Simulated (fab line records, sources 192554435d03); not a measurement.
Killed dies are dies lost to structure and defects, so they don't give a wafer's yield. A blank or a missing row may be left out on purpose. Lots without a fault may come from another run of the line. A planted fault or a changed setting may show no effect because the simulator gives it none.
Chamber matching | flow n5_finfet | N5_BEOL_M5_ETCH_72 on rie_diel-01: 4 sister chambers
The step etches underlayer in N2/H2, target depth 6.5 nm, time 5.2 s. 4 wafers are shown with their chamber, then 9 later ones without.

WAFERS WITH THEIR CHAMBER
wafer  | chamber | showerhead_plenum_p_Torr (Torr)
L082.3 | 1       | 2.51
L084.2 | 0       | 2.57
L084.3 | 2       | 2.50
L084.6 | 3       | 2.48

WAFERS WITHOUT THEIR CHAMBER
wafer  | showerhead_plenum_p_Torr (Torr)
L086.1 | 2.50
L086.2 | 2.47
L086.3 | 2.51
L086.4 | 2.57
L086.5 | 2.57
L086.6 | 2.48
L095.2 | 2.50
L095.3 | 2.56
L095.4 | 2.47

WHICH CHAMBER EACH WENT THROUGH
wafer  | from the rows above     | in truth
L086.1 | can't be placed: 2 or 1 | 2
L086.2 | 3                       | 3
L086.3 | can't be placed: 1 or 2 | 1
L086.4 | 0                       | 0
L086.5 | 0                       | 0
L086.6 | 3                       | 3
L095.2 | can't be placed: 2 or 1 | 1
L095.3 | 0                       | 0
L095.4 | 3                       | 3
Placed correctly: 6 of 9. Can't be placed from these rows: 3 (the true chamber is among the candidates in 3). Placed wrongly: 0.
How it was worked out, from the rows above alone: a wafer's distance from a chamber is the root of the sum, over the readings, of the square of ((its reading less the chamber's mean) divided by the reading's scatter). The wafer belongs to the nearest chamber; if the next one is less than 2 further off, it can't be placed. A chamber's mean is the mean of its shown wafers. The scatter: with one shown wafer a chamber, the root of the mean of the squares of how far each hidden wafer lies from its nearest shown one.
